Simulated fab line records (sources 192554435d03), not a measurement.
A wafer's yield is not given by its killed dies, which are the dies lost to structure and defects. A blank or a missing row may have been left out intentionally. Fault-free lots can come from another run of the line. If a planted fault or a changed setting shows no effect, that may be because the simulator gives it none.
fab line records -- flow n5_finfet
[record] lots = 7, wafers = 21
route steps=1938 shown BEOL_M4@1028 BEOL_M5@1157 BEOL_M6@1212 BEOL_M8@1337 BEOL_M9@1407
start_h: start of the lot's first displayed wafer, in hours after the record's first day -- wait_h: hours elapsed since this lot's preceding step -- " same as the row above -- L1.1+2: a row that stands for several wafers -- - either no value or no given start -- * or withheld: withheld -- < > ~ a bound
route shown NAME@n: names a module that has steps shown in the file, with the first one's number in the route -- usual: average and standard deviation across the fault-free wafers -- same: alike in all rows -- chamber/n: place in a boat -- sites: per-site readings -- _std_site: how widely they spread, as a standard deviation -- _edge_site: the outer-site mean with the inner-site mean subtracted -- radius_mm: for every site, how far away it sits from the centre of the wafer -- mask NAME#n: copy n -- behind: tool/chamber where the wafer was last shaped -- hold: why the lot went on hold/how many hours it stayed there/how the hold came to an end -- device: which transistor (n, p or np) failed to switch -- end of line: the same wafers' tests at the end of the route -- a step given without rows: its recipe and nothing more -- killed: count of dies lost to structure and defects at first sort (not the wafer's yield) -- map: dies across one wafer; x = killed, . = not, _ = none there
set.NAME: the setting the step ran with; set.NAME@STEP: the setting that earlier step ran with -- model.NAME: the simulator's own value behind a step, which no gauge read
one table per step and one row per wafer, for lots whose settings were changed on purpose
[[steps]]
[step N5_BEOL_M4_COAT_05]
[recipe] resist = CAR-EUV, spin_rpm = 1500, resist_thk_nm = 30
lot.wafer,tool,chamber,start_h,wait_h,set.spin_rpm,model.CAR-EUV_of_BEOL_M4_COAT_05.thk_nm
L077.1+5,litho_track-05,0,-,-,1360,31.4
L077.6,litho_track-05,0,-,-,1500,29.8
L078.3+5,litho_track-05,0,-,-,1656,28.6
L078.4,litho_track-05,0,-,-,1500,30
L076.2,litho_track-01,0,-,-,1500,30.2
L076.5+6,litho_track-01,0,-,-,1500,30
L086.3,litho_track-01,0,-,-,1500,30.2
L086.4,litho_track-01,0,-,-,1428,31
L086.6,litho_track-01,0,-,-,1428,30.8
L087.3+5,litho_track-05,0,-,-,1500,30
L087.6,litho_track-05,0,-,-,1500,30.2
L089.2,litho_track-01,0,-,-,1500,29.8
L089.4+6,litho_track-01,0,-,-,1500,30
L096.2+5,litho_track-01,0,-,-,1500,30.2
L096.6,litho_track-01,0,-,-,1348,31.8
[step N5_BEOL_M4_EBR_07]
[recipe] solvent = PGMEA, ebr_width_mm = 1.5
[step N5_BEOL_M4_SOFTBAKE_06]
[recipe] temp_c = 110, time_s = 60, resist = CAR-EUV
[step N5_BEOL_M4_EXPOSE_08]
[recipe] mask_id = M4, na = 0.33, source_shape = dipole, sigma_inner = 0.369, sigma_outer = 0.767, polarization = unpolarized, dose_mj = 41.25
[step N5_BEOL_M4_PEB_09]
[recipe] peb_temp_c = 100, peb_time_s = 60, resist = CAR-EUV
[step N5_BEOL_M4_DEVELOP_10]
[recipe] develop_time_s = 30, developer = TMAH, resist = CAR-EUV, rinse_liquid = surfactant_rinse, dry = air_spin, dev_temp_c = 23
lot.wafer,tool,chamber,start_h,wait_h,set.spin_rpm@BEOL_M4_COAT_05,model.CAR-EUV_of_BEOL_M4_COAT_05.thk_nm
L077.1+5,litho_track-05,0,-,-,1360,31
L077.6,litho_track-05,0,-,-,1500,29.4
L078.3+5,litho_track-01,0,-,-,1656,28
L078.4,litho_track-01,0,-,-,1500,29.6
L076.2+5+6,litho_track-04,0,-,-,1500,29.6
L086.3,litho_track-04,0,-,-,1500,29.6
L086.4+6,litho_track-04,0,-,-,1428,30.4
L087.3+5+6,litho_track-01,0,-,-,1500,29.6
L089.2+4+6,litho_track-05,0,-,-,1500,29.4
L096.2,litho_track-01,0,-,-,1500,29.8
L096.5,litho_track-01,0,-,-,1500,29.6
L096.6,litho_track-01,0,-,-,1348,31.4
[step N5_BEOL_M4_DESCUM_16]
[recipe] chemistry = O2, time_s = 7, source_power_w = 50, bias_power_w = 20, pressure_mtorr = 20, rf_frequency_hz = 2.712e+07, temp_c = 40, resist = CAR-EUV, o2_flow_sccm = 225
lot.wafer,tool,chamber,start_h,wait_h,set.spin_rpm@BEOL_M4_COAT_05,model.CAR-EUV_of_BEOL_M4_COAT_05.thk_nm
L077.1+5,rie_diel-03,3,210.87,0.2,1360,27.6
L077.6,rie_diel-03,2,210.87,0.2,1500,25.8
L078.3+5,rie_diel-02,"3,1",221.75,0.0,1656,24.6
L078.4,rie_diel-02,1,221.75,0.0,1500,26.2
L076.2+6,rie_diel-03,"2,3",231.87,0.2,1500,26.2
L076.5,rie_diel-03,2,231.87,0.2,1500,26
L086.3,rie_diel-02,1,262.93,0.0,1500,26.2
L086.4,rie_diel-02,0,262.93,0.0,1428,26.8
L086.6,rie_diel-02,2,262.93,0.0,1428,27
L087.3+6,rie_diel-04,"1,3",268.71,0.0,1500,26.2
L087.5,rie_diel-04,2,268.71,0.0,1500,26
L089.2+4+6,rie_diel-02,"2,3,0",288.75,0.0,1500,26
L096.2+5,rie_diel-02,"3,0",314.25,0.3,1500,26.2
L096.6,rie_diel-02,3,314.25,0.3,1348,27.8
[step N5_BEOL_M5_VIA_ETCH_34]
[recipe] chemistry = C4F6/O2, target = SiCOH_lowk, target_depth_a = 883, mask_material = SOC, taper_deg = 4, time_s = 39.2, ion_energy_ev = 250, pressure_mtorr = 30, source_w = 345, bias_w = 185, Ar_flow_sccm = 300, C4F6_flow_sccm = 10, O2_flow_sccm = 10
[usual] rf_vpp_V = 659/13
lot.wafer,tool,chamber,start_h,wait_h,set.source_w,rf_vpp_V
L077.1,rie_diel-06,1,234.59,0.0,371.7,614
L077.5,rie_diel-06,0,234.59,0.0,345,676
L077.6,rie_diel-06,3,234.59,0.0,371.7,647
L078.3,rie_diel-01,2,237.71,0.0,345,655
L078.4,rie_diel-01,2,237.71,0.0,345,655
L078.5,rie_diel-01,3,237.71,0.0,345,640
L076.2,rie_diel-01,0,244.87,0.0,319.2,686
L076.5,rie_diel-01,0,244.87,0.0,345,659
L076.6,rie_diel-01,2,244.87,0.0,345,655
L086.3,rie_diel-05,3,284.53,0.0,345,666
L086.4,rie_diel-05,1,284.53,0.0,345,670
L086.6,rie_diel-05,3,284.53,0.0,345,667
L087.3,rie_diel-05,0,288.24,0.0,345,653
L087.5,rie_diel-05,3,288.24,0.0,345,666
L087.6,rie_diel-05,2,288.24,0.0,345,648
L089.2,rie_diel-06,2,311.78,0.0,394.3,598
L089.4,rie_diel-06,0,311.78,0.0,345,675
L089.6,rie_diel-06,0,311.78,0.0,394.3,631
L096.2,rie_diel-06,0,353.30,0.0,345,676
L096.5,rie_diel-06,0,353.30,0.0,345,675
L096.6,rie_diel-06,3,353.30,0.0,345,672
[step N5_BEOL_M5_TRENCH_ETCH_37]
[recipe] chemistry = C4F6/O2, target_depth_a = 716.52, target = SiCOH_lowk, time_s = 24.7, ion_energy_ev = 250, pressure_mtorr = 30, source_w = 345, bias_w = 185, Ar_flow_sccm = 300, C4F6_flow_sccm = 10, O2_flow_sccm = 10
[usual] rf_vpp_V = 659/13
lot.wafer,tool,chamber,start_h,wait_h,set.source_w,rf_vpp_V,model.BEOL_M5.feature_depth_nm,model.etch.depth_nm
L077.1,rie_diel-06,1,-,-,345,638,72.4,72.35
L077.5,rie_diel-06,0,-,-,301.1,725,66.8,66.83
L077.6,rie_diel-06,3,-,-,301.1,719,67.4,67.4
L078.3,rie_diel-01,2,-,-,345,655,71.4,71.38
L078.4,rie_diel-01,2,-,-,345,654,71.2,71.21
L078.5,rie_diel-01,3,-,-,369.2,618,73.8,73.86
L076.2,rie_diel-01,0,-,-,345,660,70,70.02
L076.5,rie_diel-01,0,-,-,345,659,69.8,69.8
L076.6,rie_diel-01,2,-,-,285.9,721,65.4,65.39
L086.3,rie_diel-05,3,-,-,390.4,624,77,77.01
L086.4,rie_diel-05,1,-,-,345,669,69.6,69.56
L086.6,rie_diel-05,3,-,-,345,666,74.2,74.2
L087.3,rie_diel-05,0,-,-,345,651,71,71.09
L087.5,rie_diel-05,3,-,-,345,666,74.4,74.39
L087.6,rie_diel-05,2,-,-,345,649,72.8,72.9
L089.2,rie_diel-06,2,-,-,327,659,70.2,70.23
L089.4,rie_diel-06,0,-,-,327,696,68.2,68.15
L089.6,rie_diel-06,0,-,-,345,676,70.6,70.57
L096.2,rie_diel-06,0,-,-,284.5,747,65.8,65.76
L096.5,rie_diel-06,0,-,-,345,678,71,71.05
L096.6,rie_diel-06,3,-,-,284.5,740,66,66.07
[step N5_BEOL_M5_ETCH_41]
[recipe] chemistry = CH3F/O2, target = SiCN, target_depth_a = 315, taper_deg = 2, time_s = 56.7, ion_energy_ev = 120, mask_material = TiN, pressure_mtorr = 30, source_w = 395, bias_w = 75, Ar_flow_sccm = 150, CH3F_flow_sccm = 30, O2_flow_sccm = 20
[step N5_BEOL_M5_STRIP_91]
[recipe] chemistry = N2/H2, time_s = 10, power_w = 450, temp_c = 40, pressure_mtorr = 20, rf_frequency_hz = 6e+07, bias_power_w = 7, n2_flow_sccm = 200, h2_flow_sccm = 200
[step N5_BEOL_M5_OCD_MEAS_38]
[usual] trench_depth_nm = 71.1/1.3
lot.wafer,tool,chamber,start_h,wait_h,set.source_w@BEOL_M5_TRENCH_ETCH_37,trench_depth_nm
L077.1,ocd-02,-,234.83,-,345,72.4
L077.5,ocd-02,-,234.83,-,301.1,66.4
L077.6,ocd-02,-,234.83,-,301.1,67.2
L078.3,ocd-01,-,237.95,-,345,71.2
L078.4,ocd-01,-,237.95,-,345,71.0
L078.5,ocd-01,-,237.95,-,369.2,74.0
L076.2,ocd-02,-,245.11,-,345,69.5
L076.5,ocd-02,-,245.11,-,345,69.6
L076.6,ocd-02,-,245.11,-,285.9,65.7
L086.3,ocd-02,-,284.77,-,390.4,76.9
L086.4,ocd-02,-,284.77,-,345,70.0
L086.6,ocd-02,-,284.77,-,345,73.8
L087.3,ocd-01,-,288.48,-,345,71.0
L087.5,ocd-01,-,288.48,-,345,74.9
L087.6,ocd-01,-,288.48,-,345,72.7
L089.2,ocd-01,-,312.02,-,327,70.0
L089.4,ocd-01,-,312.02,-,327,68.3
L089.6,ocd-01,-,312.02,-,345,71.0
L096.2,ocd-01,-,353.54,-,284.5,66.2
L096.5,ocd-01,-,353.54,-,345,70.8
L096.6,ocd-01,-,353.54,-,284.5,66.4
[step N5_BEOL_M6_ETCH_62]
[recipe] chemistry = N2/H2, target = SOC, target_depth_a = 1100, overetch_a = 220, mask_material = SiARC, temp_c = 40, time_s = 165, ion_energy_ev = 200, pressure_mtorr = 30, source_w = 840, bias_w = 150, n2_flow_sccm = 200, h2_flow_sccm = 200
lot.wafer,tool,chamber,start_h,wait_h,set.time_s,model.SiARC_of_BEOL_M6_COAT_60.thk_nm
L077.1+5,rie_diel-04,"1,3",245.50,0.0,165,28.2
L077.6,rie_diel-04,0,245.50,0.0,141,29.4
L078.3,rie_diel-02,0,248.72,0.0,152,28.8
L078.4,rie_diel-02,2,248.72,0.0,165,28.2
L078.5,rie_diel-02,0,248.72,0.0,152,28.6
L076.2+6,rie_diel-04,"0,3",256.33,0.0,184.9,27.6
L076.5,rie_diel-04,0,256.33,0.0,184.9,27.8
L086.3+4,rie_diel-04,"0,2",295.35,0.0,165,28.6
L086.6,rie_diel-04,0,295.35,0.0,149.9,29.4
L087.3+6,rie_diel-03,2,298.69,0.0,165,28.2
L087.5,rie_diel-03,3,298.69,0.0,165,28.4
L089.2,rie_diel-04,2,322.58,0.0,165,28.6
L089.4,rie_diel-04,2,322.58,0.0,148.8,29.2
L089.6,rie_diel-04,3,322.58,0.0,165,28.2
L096.2,rie_diel-02,2,363.32,0.0,165,28.4
L096.5+6,rie_diel-02,"3,0",363.32,0.0,186.7,27.4
[step N5_BEOL_M6_COAT_22]
[recipe] resist = CAR-EUV, spin_rpm = 1500, resist_thk_nm = 30
lot.wafer,tool,chamber,start_h,wait_h,set.spin_rpm,model.CAR-EUV_of_BEOL_M6_COAT_22.thk_nm
L077.1+6,litho_track-04,0,-,-,1500,30
L077.5,litho_track-04,0,-,-,1628,28.8
L078.3+4+5,litho_track-04,0,-,-,1500,30
L076.2,litho_track-02,0,-,-,1340,31.6
L076.5,litho_track-02,0,-,-,1500,30
L076.6,litho_track-02,0,-,-,1340,31.8
L086.3+4+6,litho_track-01,0,-,-,1553,29.6
L087.3+5+6,litho_track-04,0,-,-,1500,30
L089.2+4+6,litho_track-02,0,-,-,1500,30
L096.2+5,litho_track-01,0,-,-,1500,30
L096.6,litho_track-01,0,-,-,1425,30.8
[step N5_BEOL_M6_EBR_24]
[recipe] solvent = PGMEA, ebr_width_mm = 1.5
[step N5_BEOL_M6_SOFTBAKE_23]
[recipe] temp_c = 110, time_s = 60, resist = CAR-EUV
[step N5_BEOL_M6_EXPOSE_25]
[recipe] mask_id = V5, na = 0.33, source_shape = annular, sigma_inner = 0.4, sigma_outer = 0.8, polarization = unpolarized, target_cd_nm = 40, dose_mj = 45
[step N5_BEOL_M6_PEB_26]
[recipe] peb_temp_c = 100, peb_time_s = 60, resist = CAR-EUV
[step N5_BEOL_M6_DEVELOP_27]
[recipe] develop_time_s = 30, developer = TMAH, resist = CAR-EUV, rinse_liquid = surfactant_rinse, dry = air_spin, dev_temp_c = 23
lot.wafer,tool,chamber,start_h,wait_h,set.spin_rpm@BEOL_M6_COAT_22,model.CAR-EUV_of_BEOL_M6_COAT_22.thk_nm
L077.1+6,litho_track-01,0,-,-,1500,29.6
L077.5,litho_track-01,0,-,-,1628,28.4
L078.3+4,litho_track-01,0,-,-,1500,29.6
L078.5,litho_track-01,0,-,-,1500,29.4
L076.2+6,litho_track-02,0,-,-,1340,31.2
L076.5,litho_track-02,0,-,-,1500,29.4
L086.3+4,litho_track-01,0,-,-,1553,29.2
L086.6,litho_track-01,0,-,-,1553,29
L087.3+5,litho_track-01,0,-,-,1500,29.6
L087.6,litho_track-01,0,-,-,1500,29.4
L089.2+6,litho_track-02,0,-,-,1500,29.6
L089.4,litho_track-02,0,-,-,1500,29.4
L096.2+5,litho_track-02,0,-,-,1500,29.6
L096.6,litho_track-02,0,-,-,1425,30.4
[step N5_BEOL_M6_ETCH_66]
[recipe] chemistry = N2/H2, target = SOC, target_depth_a = 800, overetch_a = 160, mask_material = SiARC, temp_c = 40, time_s = 120, ion_energy_ev = 200, pressure_mtorr = 30, source_w = 840, bias_w = 150, n2_flow_sccm = 200, h2_flow_sccm = 200
[usual] rf_vpp_V = 524.5/2.4
lot.wafer,tool,chamber,start_h,wait_h,set.bias_w,rf_vpp_V
L077.1,rie_diel-03,0,246.98,0.0,150,526.1
L077.5,rie_diel-03,0,246.98,0.0,150,523.7
L077.6,rie_diel-03,1,246.98,0.0,150,521.6
L078.3,rie_diel-02,1,251.41,0.0,150,523.2
L078.4,rie_diel-02,0,251.41,0.0,150,522.9
L078.5,rie_diel-02,3,251.41,0.0,175.4,575.8
L076.2,rie_diel-03,1,258.70,0.0,150,521.6
L076.5,rie_diel-03,3,258.70,0.0,132,487.2
L076.6,rie_diel-03,0,258.70,0.0,150,525.0
L086.3,rie_diel-04,2,298.15,0.0,150,528.2
L086.4,rie_diel-04,0,298.15,0.0,150,524.8
L086.6,rie_diel-04,3,298.15,0.0,150,524.2
L087.3,rie_diel-03,1,299.78,0.0,150,521.5
L087.5,rie_diel-03,3,299.78,0.0,150,527.2
L087.6,rie_diel-03,0,299.78,0.0,150,523.9
L089.2,rie_diel-03,3,325.33,0.0,139.6,504.1
L089.4,rie_diel-03,2,325.33,0.0,139.6,496.7
L089.6,rie_diel-03,2,325.33,0.0,139.6,497.5
L096.2,rie_diel-04,3,365.76,0.0,176.3,581.5
L096.5,rie_diel-04,3,365.76,0.0,176.3,581.4
L096.6,rie_diel-04,0,365.76,0.0,150,525.3
[step N5_BEOL_M8_COAT_59]
[recipe] resist = SOC, temp_c = 250, time_s = 60, spin_rpm = 1500, resist_thk_nm = 100
lot.wafer,tool,chamber,start_h,wait_h,set.spin_rpm,model.SOC_of_BEOL_M8_COAT_59.thk_nm
L077.1+6,litho_track-02,0,262.51,0.1,1374,104.8
L077.5,litho_track-02,0,262.51,0.1,1500,100.2
L078.3+4,litho_track-02,0,263.49,0.1,1500,100.4
L078.5,litho_track-02,0,263.49,0.1,1500,100.2
L076.2+5+6,litho_track-03,0,271.75,0.1,1500,100.6
L086.3+6,litho_track-03,0,311.81,0.1,1500,99.8
L086.4,litho_track-03,0,311.81,0.1,1500,100
L087.3+5+6,litho_track-02,0,316.71,0.1,1500,100
L089.2,litho_track-03,0,339.95,0.1,1500,100.2
L089.4,litho_track-03,0,339.95,0.1,1564,98
L089.6,litho_track-03,0,339.95,0.1,1500,99.6
L096.2+6,litho_track-03,0,378.88,0.1,1500,100
L096.5,litho_track-03,0,378.88,0.1,1606,96.6
[step N5_BEOL_M8_DEVELOP_10]
[recipe] develop_time_s = 30, developer = TMAH, resist = CAR-ArF, rinse_liquid = diw, dry = air_spin, dev_temp_c = 23
lot.wafer,tool,chamber,start_h,wait_h,set.develop_time_s
L077.1,litho_track-03,0,-,-,32.62
L077.5+6,litho_track-03,0,-,-,30
L078.3,litho_track-02,0,-,-,36.65
L078.4+5,litho_track-02,0,-,-,30
L076.2,litho_track-04,0,-,-,26.61
L076.5+6,litho_track-04,0,-,-,30
L086.3+6,litho_track-03,0,-,-,30
L086.4,litho_track-03,0,-,-,35.82
L087.3+5+6,litho_track-04,0,-,-,30
L089.2,litho_track-04,0,-,-,30
L089.4+6,litho_track-04,0,-,-,32.54
L096.2+6,litho_track-02,0,-,-,30
L096.5,litho_track-02,0,-,-,36.32
[step N5_BEOL_M8_DESCUM_16]
[recipe] chemistry = O2, time_s = 7.9, source_power_w = 50, bias_power_w = 20, pressure_mtorr = 20, rf_frequency_hz = 2.712e+07, temp_c = 40, resist = CAR-ArF, o2_flow_sccm = 225
[step N5_BEOL_M8_ETCH_61]
[recipe] chemistry = CF4, target = SiARC, target_depth_a = 455, mask_material = CAR-ArF, time_s = 75.8, ion_energy_ev = 80, pressure_mtorr = 40, source_w = 545, bias_w = 36, Ar_flow_sccm = 100, cf4_flow_sccm = 100, ends = cleared
[step N5_BEOL_M8_ETCH_62]
[recipe] chemistry = N2/H2, target = SOC, target_depth_a = 1100, overetch_a = 220, mask_material = SiARC, temp_c = 40, time_s = 165, ion_energy_ev = 200, pressure_mtorr = 30, source_w = 840, bias_w = 150, n2_flow_sccm = 200, h2_flow_sccm = 200
lot.wafer,tool,chamber,start_h,wait_h,set.spin_rpm@BEOL_M8_COAT_59,model.etch.depth_nm
L077.1+6,rie_diel-04,1,262.93,0.0,1374,104.9
L077.5,rie_diel-04,0,262.93,0.0,1500,100.2
L078.3+4,rie_diel-04,"3,2",264.21,0.0,1500,100.3
L078.5,rie_diel-04,2,264.21,0.0,1500,100.2
L076.2+5+6,rie_diel-03,"2,2,0",272.30,0.0,1500,100.6
L086.3,rie_diel-02,0,312.47,0.0,1500,99.78
L086.4,rie_diel-02,3,312.47,0.0,1500,100
L086.6,rie_diel-02,1,312.47,0.0,1500,99.79
L087.3,rie_diel-02,1,317.14,0.0,1500,99.92
L087.5,rie_diel-02,3,317.14,0.0,1500,99.95
L087.6,rie_diel-02,0,317.14,0.0,1500,100
L089.2,rie_diel-02,1,341.36,0.0,1500,100.2
L089.4,rie_diel-02,0,341.36,0.0,1564,97.94
L089.6,rie_diel-02,1,341.36,0.0,1500,99.67
L096.2,rie_diel-02,2,379.31,0.0,1500,100
L096.5,rie_diel-02,3,379.31,0.0,1606,96.5
L096.6,rie_diel-02,2,379.31,0.0,1500,99.99
[step N5_BEOL_M9_COAT_60]
[recipe] resist = SiARC, temp_c = 220, time_s = 60, spin_rpm = 1500, resist_thk_nm = 30
lot.wafer,tool,chamber,start_h,wait_h,set.spin_rpm,model.SiARC_of_BEOL_M9_COAT_60.thk_nm
L077.1,litho_track-05,0,-,-,1386,31.2
L077.5+6,litho_track-05,0,-,-,1500,30
L078.3+5,litho_track-01,0,-,-,1556,29.6
L078.4,litho_track-01,0,-,-,1500,30.2
L076.2,litho_track-05,0,-,-,1500,30
L076.5+6,litho_track-05,0,-,-,1500,29.8
L086.3,litho_track-01,0,-,-,1589,29.2
L086.4+6,litho_track-01,0,-,-,1500,30.2
L087.3+5+6,litho_track-04,0,-,-,1500,30
L089.2+4+6,litho_track-05,0,-,-,1500,30
L096.2+6,litho_track-05,0,-,-,1500,30
L096.5,litho_track-05,0,-,-,1500,30.2
[step N5_BEOL_M9_COAT_05]
[recipe] resist = CAR-ArF, spin_rpm = 1500, resist_thk_nm = 90
[step N5_BEOL_M9_EBR_07]
[recipe] solvent = PGMEA, ebr_width_mm = 1.5
[step N5_BEOL_M9_DESCUM_16]
[recipe] chemistry = O2, time_s = 7.9, source_power_w = 50, bias_power_w = 20, pressure_mtorr = 20, rf_frequency_hz = 2.712e+07, temp_c = 40, resist = CAR-ArF, o2_flow_sccm = 225
[step N5_BEOL_M9_ETCH_61]
[recipe] chemistry = CF4, target = SiARC, target_depth_a = 390, mask_material = CAR-ArF, time_s = 65, ion_energy_ev = 80, pressure_mtorr = 40, source_w = 545, bias_w = 36, Ar_flow_sccm = 100, cf4_flow_sccm = 100, ends = cleared
lot.wafer,tool,chamber,start_h,wait_h,set.spin_rpm@BEOL_M9_COAT_60,model.CAR-ArF_of_BEOL_M9_COAT_05.thk_nm,model.etch.depth_nm
L077.1,rie_diel-01,0,272.31,0.0,1386,54.6,31.14
L077.5,rie_diel-01,0,272.31,0.0,1500,55.8,30.01
L077.6,rie_diel-01,1,272.31,0.0,1500,55.8,29.97
L078.3,rie_diel-01,0,272.60,0.0,1556,55.6,29.62
L078.4,rie_diel-01,2,272.60,0.0,1500,55.2,30.1
L078.5,rie_diel-01,0,272.60,0.0,1556,55.6,29.64
L076.2,rie_diel-05,1,280.69,0.0,1500,55.8,29.92
L076.5,rie_diel-05,1,280.69,0.0,1500,55.6,29.89
L076.6,rie_diel-05,2,280.69,0.0,1500,55.8,29.83
L086.3,rie_diel-01,0,321.49,0.0,1589,56.6,29.28
L086.4,rie_diel-01,1,321.49,0.0,1500,55.6,30.2
L086.6,rie_diel-01,3,321.49,0.0,1500,55.4,30.13
L087.3,rie_diel-05,3,326.50,0.0,1500,55.8,29.91
L087.5,rie_diel-05,0,326.50,0.0,1500,55.8,30.04
L087.6,rie_diel-05,1,326.50,0.0,1500,55.4,30.07
L089.2,rie_diel-06,0,352.01,0.0,1500,55.8,29.95
L089.4+6,rie_diel-06,"3,2",352.01,0.0,1500,55.8,30.05
L096.2,rie_diel-06,3,386.75,0.0,1500,56,30.04
L096.5,rie_diel-06,3,386.75,0.0,1500,55.8,30.13
L096.6,rie_diel-06,0,386.75,0.0,1500,55.6,30.1
[step N5_BEOL_M9_COAT_75]
[recipe] resist = underlayer, temp_c = 205, time_s = 60, spin_rpm = 1500, resist_thk_nm = 5
lot.wafer,tool,chamber,start_h,wait_h,set.spin_rpm
L078.3+4+5,litho_track-01,0,-,-,1617
L077.1+5+6,litho_track-05,0,-,-,1500
L076.2+6,litho_track-01,0,-,-,1666
L076.5,litho_track-01,0,-,-,1500
L086.3+4+6,litho_track-04,0,-,-,1635
L087.3+5+6,litho_track-04,0,-,-,1500
L089.2,litho_track-04,0,-,-,1423
L089.4+6,litho_track-04,0,-,-,1500
L096.2+5,litho_track-04,0,-,-,1500
L096.6,litho_track-04,0,-,-,1378
[step N5_BEOL_M9_COAT_22]
[recipe] resist = CAR-EUV, spin_rpm = 1500, resist_thk_nm = 30
[step N5_BEOL_M9_EBR_24]
[recipe] solvent = PGMEA, ebr_width_mm = 1.5
[step N5_BEOL_M9_DESCUM_33]
[recipe] chemistry = O2, time_s = 7, source_power_w = 50, bias_power_w = 20, pressure_mtorr = 20, rf_frequency_hz = 2.712e+07, temp_c = 40, resist = CAR-EUV, o2_flow_sccm = 225
[step N5_BEOL_M9_ETCH_76]
[recipe] chemistry = N2/H2, target = underlayer, target_depth_a = 65, mask_material = CAR-EUV, time_s = 5.2, ion_energy_ev = 200, pressure_mtorr = 30, source_w = 840, bias_w = 150, n2_flow_sccm = 200, h2_flow_sccm = 200, ends = cleared
lot.wafer,tool,chamber,start_h,wait_h,set.spin_rpm@BEOL_M9_COAT_75,model.etch.depth_nm
L078.3,rie_diel-01,3,274.92,0.0,1617,4.811
L078.4,rie_diel-01,1,274.92,0.0,1617,4.824
L078.5,rie_diel-01,3,274.92,0.0,1617,4.817
L077.1+5,rie_diel-05,"1,2",274.92,0.0,1500,4.988
L077.6,rie_diel-05,3,274.92,0.0,1500,4.993
L076.2,rie_diel-01,0,284.61,0.0,1666,4.742
L076.5,rie_diel-01,0,284.61,0.0,1500,4.99
L076.6,rie_diel-01,1,284.61,0.0,1666,4.769
L086.3,rie_diel-01,1,322.39,0.0,1635,4.778
L086.4,rie_diel-01,0,322.39,0.0,1635,4.765
L086.6,rie_diel-01,3,322.39,0.0,1635,4.771
L087.3,rie_diel-01,1,330.53,0.0,1500,5.003
L087.5,rie_diel-01,1,330.53,0.0,1500,5.018
L087.6,rie_diel-01,3,330.53,0.0,1500,5.024
L089.2,rie_diel-05,1,353.15,0.0,1423,5.154
L089.4,rie_diel-05,0,353.15,0.0,1500,5.019
L089.6,rie_diel-05,2,353.15,0.0,1500,5.008
L096.2+5,rie_diel-06,"1,2",389.37,0.0,1500,5.009
L096.6,rie_diel-06,3,389.37,0.0,1378,5.219
[[key]]
[split] step = N5_BEOL_M4_COAT_05, setting = spin_rpm, stated = 1500, by = wafer
[response] step = N5_BEOL_M4_COAT_05, reading = model.CAR-EUV_of_BEOL_M4_COAT_05.thk_nm, change = -0.153, per = 1%, r = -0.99
[response] step = N5_BEOL_M4_DEVELOP_10, reading = model.CAR-EUV_of_BEOL_M4_COAT_05.thk_nm, change = -0.164, per = 1%, r = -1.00
[response] step = N5_BEOL_M4_DESCUM_16, reading = model.CAR-EUV_of_BEOL_M4_COAT_05.thk_nm, change = -0.165, per = 1%, r = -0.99
[split] step = N5_BEOL_M5_VIA_ETCH_34, setting = source_w, stated = 345, by = wafer
[response] step = N5_BEOL_M5_VIA_ETCH_34, reading = rf_vpp_V, change = -4.48, per = 1%, r = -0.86
[split] step = N5_BEOL_M5_TRENCH_ETCH_37, setting = source_w, stated = 345, by = wafer
[response] step = N5_BEOL_M5_TRENCH_ETCH_37, reading = rf_vpp_V, change = -4.04, per = 1%, r = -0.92
[response] step = N5_BEOL_M5_TRENCH_ETCH_37, reading = model.BEOL_M5.feature_depth_nm, change = +0.322, per = 1%, r = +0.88
[response] step = N5_BEOL_M5_TRENCH_ETCH_37, reading = model.etch.depth_nm, change = +0.323, per = 1%, r = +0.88
[response] step = N5_BEOL_M5_OCD_MEAS_38, reading = trench_depth_nm, change = +0.311, per = 1%, r = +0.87
[split] step = N5_BEOL_M6_ETCH_62, setting = time_s, stated = 165, by = wafer
[response] step = N5_BEOL_M6_ETCH_62, reading = model.SiARC_of_BEOL_M6_COAT_60.thk_nm, change = -0.0793, per = 1%, r = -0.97
[split] step = N5_BEOL_M6_COAT_22, setting = spin_rpm, stated = 1500, by = wafer
[response] step = N5_BEOL_M6_COAT_22, reading = model.CAR-EUV_of_BEOL_M6_COAT_22.thk_nm, change = -0.153, per = 1%, r = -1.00
[response] step = N5_BEOL_M6_DEVELOP_27, reading = model.CAR-EUV_of_BEOL_M6_COAT_22.thk_nm, change = -0.158, per = 1%, r = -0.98
[split] step = N5_BEOL_M6_ETCH_66, setting = bias_w, stated = 150, by = wafer
[response] step = N5_BEOL_M6_ETCH_66, reading = rf_vpp_V, change = +3.13, per = 1%, r = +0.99
[split] step = N5_BEOL_M8_COAT_59, setting = spin_rpm, stated = 1500, by = wafer
[response] step = N5_BEOL_M8_COAT_59, reading = model.SOC_of_BEOL_M8_COAT_59.thk_nm, change = -0.51, per = 1%, r = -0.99
[response] step = N5_BEOL_M8_ETCH_62, reading = model.etch.depth_nm, change = -0.521, per = 1%, r = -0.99
[split] step = N5_BEOL_M8_DEVELOP_10, setting = develop_time_s, stated = 30, by = wafer
response none clear
[split] step = N5_BEOL_M9_COAT_60, setting = spin_rpm, stated = 1500, by = wafer
[response] step = N5_BEOL_M9_COAT_60, reading = model.SiARC_of_BEOL_M9_COAT_60.thk_nm, change = -0.162, per = 1%, r = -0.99
[response] step = N5_BEOL_M9_ETCH_61, reading = model.CAR-ArF_of_BEOL_M9_COAT_05.thk_nm, change = +0.16, per = 1%, r = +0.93
[response] step = N5_BEOL_M9_ETCH_61, reading = model.etch.depth_nm, change = -0.148, per = 1%, r = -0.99
[split] step = N5_BEOL_M9_COAT_75, setting = spin_rpm, stated = 1500, by = wafer
[response] step = N5_BEOL_M9_ETCH_76, reading = model.etch.depth_nm, change = -0.0234, per = 1%, r = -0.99
